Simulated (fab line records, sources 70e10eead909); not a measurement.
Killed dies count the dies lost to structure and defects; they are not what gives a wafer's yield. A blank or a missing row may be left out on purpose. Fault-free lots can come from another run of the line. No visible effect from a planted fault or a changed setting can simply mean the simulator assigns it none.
Chamber matching | flow nand_harc | NHARC_A_CONTACT_ALD_18 on ald_metal-02: 4 sister chambers
The step deposits TiN, target thk 3 nm, pulse time 1 s, ald cycles 150. 18 wafers are shown with their chamber, then 9 later ones without.

## WAFERS WITH THEIR CHAMBER
wafer  | chamber | heater_power_w (W) | precursor_pulse_height_rel
L075.2 | 2       | 1058               | 1.018
L075.3 | 3       | 1306               | 1.039
L075.4 | 1       | 1028               | 1.018
L077.1 | 2       | 1039               | 0.970
L077.4 | 0       | 948                | 1.009
L077.5 | 1       | 1053               | 1.004
L078.3 | 2       | 1050               | 1.013
L078.5 | 1       | 1058               | 1.031
L078.6 | 2       | 1023               | 0.979
L079.1 | 3       | 1271               | 1.030
L079.2 | 1       | 1071               | 0.982
L079.5 | 3       | 1309               | 1.004
L085.1 | 3       | 1315               | 1.012
L085.2 | 2       | 1009               | 0.984
L085.3 | 0       | 941                | 0.986
L090.1 | 3       | 1275               | 0.985
L090.3 | 2       | 1051               | 1.009
L090.4 | 1       | 1061               | 0.983

SIGNATURES (averages over the wafers above)
reading                    | chamber 0 | chamber 1 | chamber 2 | chamber 3 | scatter within a chamber
heater_power_w             | 944.50    | 1054.20   | 1038.33   | 1295.20   | 18
precursor_pulse_height_rel | 0.99750   | 1.00360   | 0.99550   | 1.01400   | 0.0207
Rule: distance of a wafer from a chamber = root of the sum over the readings of ((wafer's reading minus chamber's mean) / reading's scatter) squared. If the next closest chamber is less than 2 further off than the closest, the wafer can't be placed; otherwise it belongs to the closest. The scatter: the root of (the sum of the squares of (reading less its chamber's mean) over the shown wafers, divided by (wafers less chambers)).

## WAFERS WITHOUT THEIR CHAMBER
wafer  | heater_power_w (W) | precursor_pulse_height_rel
L092.3 | 933                | 0.996
L092.5 | 949                | 1.003
L092.6 | 1268               | 1.004
L093.2 | 1085               | 1.020
L093.3 | 958                | 0.958
L093.4 | 1057               | 1.003
L097.2 | 1033               | 0.981
L097.4 | 927                | 1.011
L097.5 | 1057               | 1.024

## THE CHAMBER EACH PASSED THROUGH
wafer  | from the rows above     | in truth
L092.3 | 0                       | 0
L092.5 | 0                       | 0
L092.6 | 3                       | 3
L093.2 | can't be placed: 1 or 2 | 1
L093.3 | 0                       | 0
L093.4 | can't be placed: 1 or 2 | 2
L097.2 | can't be placed: 2 or 1 | 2
L097.4 | 0                       | 0
L097.5 | can't be placed: 1 or 2 | 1
Correctly placed: 5 of 9. These rows do not allow placing 4 (true chamber among the candidates in 4). Placed wrongly: 0.
